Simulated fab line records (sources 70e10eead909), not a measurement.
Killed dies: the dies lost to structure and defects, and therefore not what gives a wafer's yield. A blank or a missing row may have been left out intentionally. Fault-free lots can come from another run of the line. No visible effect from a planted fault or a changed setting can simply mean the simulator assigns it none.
Which tool was responsible? + flow nand_harc + Sampling: 22 lots, 66 wafers, 6 of 1159 route steps

== WHAT THE GAUGES SHOWED, per wafer ==
The record holds no reading of a measuring or inspecting step that can be judged against a usual standard deviation.

== TOOL THAT RAN EACH LOT (tool first, then ch and the chambers of the sampled wafers, then the start) ==
| lot  | NHARC_A_CHANNEL_HOLE_D1_ETCH_26  | NHARC_A_CHANNEL_HOLE_D1_ETCH_44    | NHARC_A_CHANNEL_FILL_D1_ALD_02   | NHARC_A_CHANNEL_FILL_D1_STRIP_29              | NHARC_A_CHANNEL_FILL_D1_CMP_10 | NHARC_A_STAIRCASE_ETCH_169         |
|------|----------------------------------|------------------------------------|----------------------------------|-----------------------------------------------|--------------------------------|------------------------------------|
| L074 | har_etch-01 ch 0,1, day 8 16:29  | rie_diel-11 ch 0,1, day 8 17:22    | ald_hk-04 ch 1,2, day 8 18:34    | rie_diel-10 ch 1,2, day 10 12:31              | cmp-03 ch 1,2, day 10 18:13    | rie_diel-04 ch 0,1, day 10 20:31   |
| L076 | har_etch-02 ch 0,1, day 8 23:02  | rie_diel-02 ch 0,2, day 9 00:02    | ald_hk-02 ch 1,2,3, day 9 01:20  | rie_diel-09 ch 1,2,3, day 11 01:52 or earlier | cmp-01 ch 0,2,3, day 11 01:52  | rie_diel-04 ch 0,2,3, day 11 03:43 |
| L075 | har_etch-01 ch 0,1, day 8 23:13  | rie_diel-02 ch 0,1,3, day 9 00:28  | ald_hk-02 ch 0,2,3, day 9 01:46  | rie_diel-10 ch 0,2, day 11 01:53 or earlier   | cmp-03 ch 0,2,3, day 11 01:53  | rie_diel-04 ch 0,3, day 11 03:53   |
| L079 | har_etch-02 ch 1, day 9 06:31    | rie_diel-11 ch 1,2, day 9 07:27    | ald_hk-02 ch 1,2, day 9 08:38    | rie_diel-10 ch 1,3, day 11 07:53 or earlier   | cmp-04 ch 0,2,3, day 11 07:53  | rie_diel-05 ch 0,2, day 11 09:52   |
| L077 | har_etch-01 ch 0, day 9 07:22    | rie_diel-11 ch 0,1,2, day 9 08:17  | ald_hk-03 ch 0,2, day 9 09:31    | rie_diel-09 ch 0,1,2, day 11 07:52 or earlier | cmp-01 ch 0,2, day 11 07:52    | rie_diel-05 ch 2,3, day 11 09:36   |
| L078 | har_etch-02 ch 0,1, day 9 12:31  | rie_diel-11 ch 0,1,2, day 9 13:25  | ald_hk-04 ch 0,2,3, day 9 14:40  | rie_diel-10 ch 0,1,3, day 11 14:17 or earlier | cmp-04 ch 0,1,2, day 11 14:17  | rie_diel-05 ch 0,1,2, day 11 16:16 |
| L080 | har_etch-01 ch 0,1, day 9 20:53  | rie_diel-02 ch 0,1,2, day 9 21:49  | ald_hk-03 ch 0,3, day 9 23:19    | rie_diel-08 ch 1,2,3, day 11 23:25 or earlier | cmp-03 ch 0,1,2, day 11 23:25  | rie_diel-04 ch 1,2, day 12 01:07   |
| L081 | har_etch-01 ch 0,1, day 10 07:01 | rie_diel-13 ch 0,1, day 10 07:57   | ald_hk-04 ch 0,1,3, day 10 09:16 | rie_diel-10 ch 2,3, day 12 11:08 or earlier   | cmp-04 ch 0,1, day 12 11:08    | rie_diel-05 ch 0,1,3, day 12 12:49 |
| L082 | har_etch-01 ch 0,1, day 10 18:05 | rie_diel-02 ch 0,1,3, day 10 19:01 | ald_hk-03 ch 1,2,3, day 10 20:22 | rie_diel-09 ch 1,2,3, day 12 19:23 or earlier | cmp-03 ch 0,1,2, day 12 19:23  | rie_diel-06 ch 1,2, day 12 21:25   |
| L084 | har_etch-02 ch 0,1, day 10 19:58 | rie_diel-11 ch 0,2,3, day 10 20:53 | ald_hk-04 ch 0,1,2, day 10 22:32 | rie_diel-10 ch 0,2,3, day 12 19:22 or earlier | cmp-04 ch 1,2,3, day 12 19:22  | rie_diel-04 ch 0,2,3, day 12 21:07 |
| L083 | har_etch-01 ch 0,1, day 10 22:19 | rie_diel-02 ch 2,3, day 10 23:11   | ald_hk-04 ch 1,2, day 11 00:28   | rie_diel-10 ch 0,1,2, day 13 02:16 or earlier | cmp-03 ch 0,1, day 13 02:16    | rie_diel-06 ch 0,2, day 13 03:53   |
| L086 | har_etch-02 ch 0,1, day 11 13:42 | rie_diel-02 ch 0,1, day 11 14:37   | ald_hk-04 ch 1,3, day 11 15:48   | rie_diel-09 ch 1,2, day 13 09:56              | cmp-03 ch 0,1,3, day 13 15:39  | rie_diel-05 ch 2,3, day 13 17:49   |
| L087 | har_etch-02 ch 0, day 11 17:49   | rie_diel-02 ch 1,2, day 11 18:47   | ald_hk-03 ch 0,1,2, day 11 20:05 | rie_diel-09 ch 0,1, day 13 14:54              | cmp-03 ch 2,3, day 13 20:39    | rie_diel-05 ch 1,2, day 13 22:41   |
| L085 | har_etch-02 ch 0,1, day 12 01:54 | rie_diel-02 ch 0,1,2, day 12 02:51 | ald_hk-03 ch 0,1,2, day 12 04:11 | rie_diel-09 ch 0,1,2, day 13 21:55            | cmp-04 ch 0,1,3, day 14 03:32  | rie_diel-04 ch 0,1,3, day 14 05:21 |
| L089 | har_etch-01 ch 0,1, day 12 06:55 | rie_diel-13 ch 0,1, day 12 07:46   | ald_hk-04 ch 0,1,3, day 12 09:05 | rie_diel-09 ch 0,1,2, day 14 04:55            | cmp-03 ch 2,3, day 14 10:31    | rie_diel-04 ch 0,1,3, day 14 12:15 |
| L091 | har_etch-01 ch 0,1, day 12 13:12 | rie_diel-11 ch 1,2, day 12 14:05   | ald_hk-02 ch 0,2, day 12 15:15   | rie_diel-09 ch 0,2,3, day 14 16:14 or earlier | cmp-04 ch 0,1, day 14 16:14    | rie_diel-05 ch 1,2,3, day 14 18:00 |
| L092 | har_etch-01 ch 0,1, day 13 02:54 | rie_diel-13 ch 1,2, day 13 03:46   | ald_hk-03 ch 0,1,3, day 13 05:14 | rie_diel-09 ch 0,2,3, day 15 06:49 or earlier | cmp-01 ch 2,3, day 15 06:49    | rie_diel-06 ch 0,2,3, day 15 08:44 |
| L093 | har_etch-02 ch 0,1, day 13 03:01 | rie_diel-11 ch 0,1,3, day 13 03:58 | ald_hk-03 ch 0,2, day 13 05:31   | rie_diel-10 ch 0,2,3, day 15 06:47 or earlier | cmp-03 ch 1,2,3, day 15 06:47  | rie_diel-06 ch 1,2,3, day 15 08:32 |
| L094 | har_etch-01 ch 0, day 13 10:17   | rie_diel-02 ch 0,3, day 13 11:14   | ald_hk-03 ch 2,3, day 13 13:18   | rie_diel-10 ch 1,3, day 15 12:47 or earlier   | cmp-01 ch 0,1,3, day 15 12:47  | rie_diel-06 ch 0,1,2, day 15 14:39 |
| L097 | har_etch-02 ch 0,1, day 14 02:04 | rie_diel-11 ch 2,3, day 14 03:00   | ald_hk-04 ch 0,1,3, day 14 04:15 | rie_diel-08 ch 0,1, day 15 21:55              | cmp-04 ch 0,1,3, day 16 03:32  | rie_diel-05 ch 0,3, day 16 05:07   |
| L095 | har_etch-02 ch 0,1, day 14 07:58 | rie_diel-02 ch 2,3, day 14 08:52   | ald_hk-04 ch 0,1,3, day 14 10:12 | rie_diel-10 ch 0,1,3, day 16 10:27 or earlier | cmp-04 ch 0,2,3, day 16 10:27  | rie_diel-06 ch 0,1, day 16 12:05   |
| L096 | har_etch-01 ch 0,1, day 14 13:49 | rie_diel-02 ch 1,3, day 14 14:46   | ald_hk-03 ch 0,1,3, day 14 15:57 | rie_diel-10 ch 0,2, day 16 16:17 or earlier   | cmp-03 ch 1,2, day 16 16:17    | rie_diel-06 ch 1,2,3, day 16 18:02 |
- NHARC_A_CHANNEL_HOLE_D1_ETCH_26: etches the open film in C4F8/O2/Ar, time 224.1 s, target depth 300 nm.
- NHARC_A_CHANNEL_HOLE_D1_ETCH_44: etches the open film in CF4/O2, target depth 140 nm, overetch 14 nm, time 77 s.
- NHARC_A_CHANNEL_FILL_D1_ALD_02: deposits SiO2, target thk 6 nm, pulse time 10 s, ald cycles 60.
- NHARC_A_CHANNEL_FILL_D1_STRIP_29: strips in O2, time 20 s.
- NHARC_A_CHANNEL_FILL_D1_CMP_10: polishes, target thk 150 nm.
- NHARC_A_STAIRCASE_ETCH_169: etches the open film in CH3F/O2, target depth 50 nm, time 107.1 s.

== WHAT THE TOOLS THEMSELVES READ (means of the sampled wafers that have a number; where no wafer has one, the mark that the record gives instead) ==
NHARC_A_CHANNEL_HOLE_D1_ETCH_26. Usual: drypump_motor_current_A 5.8 A, standard deviation 0.51; showerhead_plenum_p_Torr 3.78 Torr, standard deviation 0.067; throttle_valve_pct 24.583 %, standard deviation 0.0093.
| lot  | tool        | drypump_motor_current_A (A) | showerhead_plenum_p_Torr (Torr) | throttle_valve_pct (%) | flag |
|------|-------------|-----------------------------|---------------------------------|------------------------|------|
| L074 | har_etch-01 | 5.5                         | 3.86                            | 24.582                 |      |
| L076 | har_etch-02 | 6.3                         | 3.72                            | 24.582                 |      |
| L075 | har_etch-01 | 5.5                         | 3.85                            | 24.588                 |      |
| L079 | har_etch-02 | 6.6                         | 3.69                            | 24.584                 |      |
| L077 | har_etch-01 | 5.7                         | 3.87                            | 24.589                 |      |
| L078 | har_etch-02 | 6.0                         | 3.74                            | 24.581                 |      |
| L080 | har_etch-01 | 5.3                         | 3.82                            | 24.573                 |      |
| L081 | har_etch-01 | 5.4                         | 3.82                            | 24.590                 |      |
| L082 | har_etch-01 | 5.3                         | 3.82                            | 24.591                 |      |
| L084 | har_etch-02 | 6.0                         | 3.74                            | 24.589                 |      |
| L083 | har_etch-01 | 5.3                         | 3.81                            | 24.576                 |      |
| L086 | har_etch-02 | 6.3                         | 3.71                            | 24.582                 |      |
| L087 | har_etch-02 | 5.7                         | 3.76                            | 24.584                 |      |
| L085 | har_etch-02 | 6.3                         | 3.70                            | 24.588                 |      |
| L089 | har_etch-01 | 5.3                         | 3.81                            | 24.582                 |      |
| L091 | har_etch-01 | 5.5                         | 3.83                            | 24.584                 |      |
| L092 | har_etch-01 | 5.5                         | 3.83                            | 24.588                 |      |
| L093 | har_etch-02 | 6.3                         | 3.70                            | 24.581                 |      |
| L094 | har_etch-01 | 5.7                         | 3.84                            | 24.575                 |      |
| L097 | har_etch-02 | 6.3                         | 3.69                            | 24.582                 |      |
| L095 | har_etch-02 | 6.0                         | 3.71                            | 24.582                 |      |
| L096 | har_etch-01 | 5.3                         | 3.79                            | 24.578                 |      |

NHARC_A_CHANNEL_HOLE_D1_ETCH_44. Usual: drypump_motor_current_A 5.6 A, standard deviation 0.4; oes_product_au 0.999 a.u., standard deviation 0.008; rf_vpp_V 198.2 V, standard deviation 1.5; showerhead_plenum_p_Torr 1.35 Torr, standard deviation 0.064; throttle_valve_pct 13.397 %, standard deviation 0.0095.
| lot  | tool        | drypump_motor_current_A (A) | oes_product_au (a.u.) | rf_vpp_V (V) | showerhead_plenum_p_Torr (Torr) | throttle_valve_pct (%) | flag |
|------|-------------|-----------------------------|-----------------------|--------------|---------------------------------|------------------------|------|
| L074 | rie_diel-11 | 5.0                         | 0.993                 | 197.6        | 1.37                            | 13.397                 |      |
| L076 | rie_diel-02 | 5.6                         | 1.002                 | 198.9        | 1.40                            | 13.403                 |      |
| L075 | rie_diel-02 | 5.9                         | 1.005                 | 198.1        | 1.34                            | 13.399                 |      |
| L079 | rie_diel-11 | 5.5                         | 0.998                 | 198.5        | 1.39                            | 13.407                 |      |
| L077 | rie_diel-11 | 5.4                         | 1.013                 | 199.4        | 1.36                            | 13.391                 |      |
| L078 | rie_diel-11 | 5.4                         | 1.005                 | 197.7        | 1.36                            | 13.393                 |      |
| L080 | rie_diel-02 | 5.8                         | 0.997                 | 198.8        | 1.34                            | 13.400                 |      |
| L081 | rie_diel-13 | 5.7                         | 0.988                 | 198.5        | 1.37                            | 13.392                 |      |
| L082 | rie_diel-02 | 5.9                         | 1.000                 | 198.0        | 1.34                            | 13.388                 |      |
| L084 | rie_diel-11 | 5.6                         | 0.999                 | 197.4        | 1.32                            | 13.403                 |      |
| L083 | rie_diel-02 | 5.7                         | 0.999                 | 198.7        | 1.41                            | 13.404                 |      |
| L086 | rie_diel-02 | 6.1                         | 0.994                 | 197.0        | 1.28                            | 13.405                 |      |
| L087 | rie_diel-02 | 6.0                         | 1.000                 | 197.9        | 1.30                            | 13.393                 |      |
| L085 | rie_diel-02 | 5.8                         | 1.006                 | 198.1        | 1.34                            | 13.396                 |      |
| L089 | rie_diel-13 | 5.7                         | 0.986                 | 198.2        | 1.37                            | 13.403                 |      |
| L091 | rie_diel-11 | 5.2                         | 0.998                 | 199.7        | 1.40                            | 13.395                 |      |
| L092 | rie_diel-13 | 5.7                         | 0.992                 | 197.6        | 1.32                            | 13.401                 |      |
| L093 | rie_diel-11 | 5.2                         | 1.000                 | 197.5        | 1.33                            | 13.395                 |      |
| L094 | rie_diel-02 | 5.8                         | 0.999                 | 199.3        | 1.39                            | 13.402                 |      |
| L097 | rie_diel-11 | 5.7                         | 1.004                 | 198.0        | 1.35                            | 13.401                 |      |
| L095 | rie_diel-02 | 5.6                         | 0.998                 | 199.0        | 1.42                            | 13.399                 |      |
| L096 | rie_diel-02 | 6.1                         | 1.001                 | 196.7        | 1.30                            | 13.389                 |      |

NHARC_A_CHANNEL_FILL_D1_ALD_02. Usual: heater_power_outer_w 265 W, standard deviation 20; heater_power_w 482 W, standard deviation 37; precursor_pulse_height_rel 1.002, standard deviation 0.02.
| lot  | tool      | heater_power_outer_w (W) | heater_power_w (W) | precursor_pulse_height_rel | flag |
|------|-----------|--------------------------|--------------------|----------------------------|------|
| L074 | ald_hk-04 | 238                      | 440                | 1.008                      |      |
| L076 | ald_hk-02 | 269                      | 497                | 0.992                      |      |
| L075 | ald_hk-02 | 273                      | 514                | 1.000                      |      |
| L079 | ald_hk-02 | 268                      | 478                | 1.013                      |      |
| L077 | ald_hk-03 | 273                      | 482                | 0.988                      |      |
| L078 | ald_hk-04 | 247                      | 454                | 1.012                      |      |
| L080 | ald_hk-03 | 271                      | 499                | 0.996                      |      |
| L081 | ald_hk-04 | 242                      | 444                | 1.005                      |      |
| L082 | ald_hk-03 | 287                      | 513                | 1.010                      |      |
| L084 | ald_hk-04 | 252                      | 453                | 0.989                      |      |
| L083 | ald_hk-04 | 243                      | 441                | 1.001                      |      |
| L086 | ald_hk-04 | 237                      | 439                | 0.999                      |      |
| L087 | ald_hk-03 | 281                      | 506                | 1.003                      |      |
| L085 | ald_hk-03 | 283                      | 498                | 1.003                      |      |
| L089 | ald_hk-04 | 239                      | 453                | 1.005                      |      |
| L091 | ald_hk-02 | 278                      | 505                | 0.990                      |      |
| L092 | ald_hk-03 | 279                      | 513                | 1.002                      |      |
| L093 | ald_hk-03 | 275                      | 493                | 1.005                      |      |
| L094 | ald_hk-03 | 279                      | 502                | 1.001                      |      |
| L097 | ald_hk-04 | 241                      | 452                | 0.997                      |      |
| L095 | ald_hk-04 | 243                      | 447                | 0.999                      |      |
| L096 | ald_hk-03 | 280                      | 516                | 0.995                      |      |

NHARC_A_CHANNEL_FILL_D1_STRIP_29. Usual: drypump_motor_current_A 6.0 A, standard deviation 0.35; oes_product_au 0.999 a.u., standard deviation 0.012; rf_vpp_V 57.7 V, standard deviation 0.89; showerhead_plenum_p_Torr 3.53 Torr, standard deviation 0.14; throttle_valve_pct 17.036 %, standard deviation 0.0091.
| lot  | tool        | drypump_motor_current_A (A) | oes_product_au (a.u.) | rf_vpp_V (V) | showerhead_plenum_p_Torr (Torr) | throttle_valve_pct (%) | flag |
|------|-------------|-----------------------------|-----------------------|--------------|---------------------------------|------------------------|------|
| L074 | rie_diel-10 | 5.9                         | 0.991                 | 58.1         | 3.65                            | 17.030                 |      |
| L076 | rie_diel-09 | 5.8                         | 1.002                 | 58.4         | 3.46                            | 17.041                 |      |
| L075 | rie_diel-10 | 6.1                         | 1.010                 | 57.2         | 3.49                            | 17.039                 |      |
| L079 | rie_diel-10 | 6.1                         | 1.008                 | 58.0         | 3.62                            | 17.032                 |      |
| L077 | rie_diel-09 | 5.8                         | 0.988                 | 57.6         | 3.53                            | 17.040                 |      |
| L078 | rie_diel-10 | 6.0                         | 1.005                 | 57.8         | 3.63                            | 17.036                 |      |
| L080 | rie_diel-08 | 5.8                         | 0.992                 | 57.2         | 3.52                            | 17.035                 |      |
| L081 | rie_diel-10 | 6.1                         | 1.002                 | 57.3         | 3.42                            | 17.029                 |      |
| L082 | rie_diel-09 | 5.8                         | 0.993                 | 56.9         | 3.46                            | 17.043                 |      |
| L084 | rie_diel-10 | 6.1                         | 1.001                 | 57.6         | 3.48                            | 17.034                 |      |
| L083 | rie_diel-10 | 6.0                         | 1.007                 | 57.5         | 3.57                            | 17.035                 |      |
| L086 | rie_diel-09 | 5.5                         | 0.996                 | 57.5         | 3.45                            | 17.037                 |      |
| L087 | rie_diel-09 | 6.1                         | 0.980                 | 58.6         | 3.62                            | 17.039                 |      |
| L085 | rie_diel-09 | 5.7                         | 0.993                 | 57.7         | 3.53                            | 17.024                 |      |
| L089 | rie_diel-09 | 5.7                         | 0.990                 | 57.1         | 3.53                            | 17.037                 |      |
| L091 | rie_diel-09 | 6.0                         | 1.003                 | 57.6         | 3.54                            | 17.041                 |      |
| L092 | rie_diel-09 | 6.0                         | 1.006                 | 57.7         | 3.54                            | 17.043                 |      |
| L093 | rie_diel-10 | 6.1                         | 1.006                 | 58.4         | 3.48                            | 17.040                 |      |
| L094 | rie_diel-10 | 6.1                         | 1.009                 | 57.6         | 3.62                            | 17.027                 |      |
| L097 | rie_diel-08 | 6.2                         | 1.004                 | 57.4         | 3.42                            | 17.033                 |      |
| L095 | rie_diel-10 | 6.0                         | 1.002                 | 57.7         | 3.63                            | 17.031                 |      |
| L096 | rie_diel-10 | 6.1                         | 0.986                 | 57.4         | 3.49                            | 17.046                 |      |

NHARC_A_CHANNEL_FILL_D1_CMP_10. Usual: motor_current_A 12.0 A, standard deviation 1.1; retaining_ring_pressure_frac 1.000, standard deviation 0.0048; time_to_endpoint_s 15.3 s, standard deviation 2.3.
| lot  | tool   | motor_current_A (A) | retaining_ring_pressure_frac | time_to_endpoint_s (s) | flag |
|------|--------|---------------------|------------------------------|------------------------|------|
| L074 | cmp-03 | 11.7                | 1.001                        | 14.7                   |      |
| L076 | cmp-01 | 12.2                | 0.996                        | 12.6                   |      |
| L075 | cmp-03 | 12.9                | 0.995                        | 15.4                   |      |
| L079 | cmp-04 | 12.1                | 1.002                        | 14.6                   |      |
| L077 | cmp-01 | 12.0                | 0.993                        | 10.5                   |      |
| L078 | cmp-04 | 12.2                | 1.002                        | 13.1                   |      |
| L080 | cmp-03 | 11.8                | 1.000                        | 16.1                   |      |
| L081 | cmp-04 | 11.8                | 1.000                        | 14.6                   |      |
| L082 | cmp-03 | 11.7                | 1.004                        | 16.8                   |      |
| L084 | cmp-04 | 11.4                | 0.999                        | 18.9                   |      |
| L083 | cmp-03 | 12.5                | 0.998                        | 17.5                   |      |
| L086 | cmp-03 | 12.3                | 0.999                        | 15.4                   |      |
| L087 | cmp-03 | 13.0                | 1.002                        | 16.1                   |      |
| L085 | cmp-04 | 11.9                | 0.999                        | 12.9                   |      |
| L089 | cmp-03 | 12.5                | 1.000                        | 14.6                   |      |
| L091 | cmp-04 | 12.4                | 1.002                        | 12.8                   |      |
| L092 | cmp-01 | 12.6                | 1.000                        | 15.5                   |      |
| L093 | cmp-03 | 12.7                | 1.005                        | 15.9                   |      |
| L094 | cmp-01 | 10.9                | 0.996                        | 18.3                   |      |
| L097 | cmp-04 | 12.0                | 1.001                        | 16.8                   |      |
| L095 | cmp-04 | 12.1                | 0.999                        | 16.1                   |      |
| L096 | cmp-03 | 12.2                | 1.003                        | 17.4                   |      |

NHARC_A_STAIRCASE_ETCH_169. Usual: ch3f_flow_sccm 50.00 sccm, standard deviation 0.15; drypump_motor_current_A 5.71 A, standard deviation 0.2; oes_product_au 0.946 a.u., standard deviation 0.021; rf_vpp_V 244.0 V, standard deviation 1.8; showerhead_plenum_p_Torr 2.44 Torr, standard deviation 0.12; throttle_valve_pct 20.664 %, standard deviation 0.0094.
| lot  | tool        | ch3f_flow_sccm (sccm) | drypump_motor_current_A (A) | oes_product_au (a.u.) | rf_vpp_V (V) | showerhead_plenum_p_Torr (Torr) | throttle_valve_pct (%) | flag |
|------|-------------|-----------------------|-----------------------------|-----------------------|--------------|---------------------------------|------------------------|------|
| L074 | rie_diel-04 | 50.12                 | 5.65                        | 0.980                 | 243.9        | 2.50                            | 20.656                 |      |
| L076 | rie_diel-04 | 50.01                 | 5.77                        | 0.931                 | 246.0        | 2.57                            | 20.667                 |      |
| L075 | rie_diel-04 | 50.07                 | 5.81                        | 0.943                 | 245.3        | 2.54                            | 20.664                 |      |
| L079 | rie_diel-05 | 49.92                 | 5.48                        | 0.960                 | 244.3        | 2.40                            | 20.673                 |      |
| L077 | rie_diel-05 | 50.04                 | 5.66                        | 0.978                 | 245.8        | 2.58                            | 20.662                 |      |
| L078 | rie_diel-05 | 50.12                 | 5.60                        | 0.932                 | 242.9        | 2.37                            | 20.664                 |      |
| L080 | rie_diel-04 | 50.00                 | 5.55                        | 0.926                 | 246.3        | 2.57                            | 20.663                 |      |
| L081 | rie_diel-05 | 49.93                 | 5.74                        | 0.966                 | 243.9        | 2.43                            | 20.660                 |      |
| L082 | rie_diel-06 | 50.06                 | 5.87                        | 0.952                 | 242.8        | 2.32                            | 20.667                 |      |
| L084 | rie_diel-04 | 49.98                 | 5.76                        | 0.927                 | 245.9        | 2.57                            | 20.662                 |      |
| L083 | rie_diel-06 | 49.88                 | 5.61                        | 0.947                 | 240.4        | 2.30                            | 20.670                 |      |
| L086 | rie_diel-05 | 50.05                 | 5.63                        | 0.931                 | 245.4        | 2.57                            | 20.672                 |      |
| L087 | rie_diel-05 | 50.03                 | 5.46                        | 0.954                 | 244.2        | 2.40                            | 20.663                 |      |
| L085 | rie_diel-04 | 49.77                 | 5.74                        | 0.933                 | 244.7        | 2.49                            | 20.659                 |      |
| L089 | rie_diel-04 | 50.13                 | 5.73                        | 0.934                 | 245.1        | 2.49                            | 20.668                 |      |
| L091 | rie_diel-05 | 49.87                 | 5.62                        | 0.915                 | 243.8        | 2.46                            | 20.678                 |      |
| L092 | rie_diel-06 | 49.88                 | 5.69                        | 0.943                 | 243.2        | 2.38                            | 20.664                 |      |
| L093 | rie_diel-06 | 50.02                 | 5.89                        | 0.974                 | 242.9        | 2.38                            | 20.663                 |      |
| L094 | rie_diel-06 | 50.00                 | 5.83                        | 0.955                 | 242.5        | 2.30                            | 20.656                 |      |
| L097 | rie_diel-05 | 49.98                 | 5.73                        | 0.974                 | 243.9        | 2.41                            | 20.664                 |      |
| L095 | rie_diel-06 | 50.13                 | 6.01                        | 0.950                 | 241.5        | 2.30                            | 20.659                 |      |
| L096 | rie_diel-06 | 49.98                 | 5.89                        | 0.968                 | 243.7        | 2.38                            | 20.655                 |      |

== THE ANSWER, worked out from the rows above alone ==
Rule: a lot counts as off when the mean over its wafers that have a number is more than 3 standard deviations away from the usual mean. A lot without any number at a reading at which 4 lots or more have one is off too. The other lots that the step has rows for count as sound. The gauges are gone through in route order, then the tools' own readings, and for those a lot's mean is taken as printed above. At the first step where some lot is off, the reading lying furthest off is the one used; lots without a number count as furthest.
None of the lots is off at any reading shown; this tells nothing.

== WHAT THE SIMULATOR PUT IN ==
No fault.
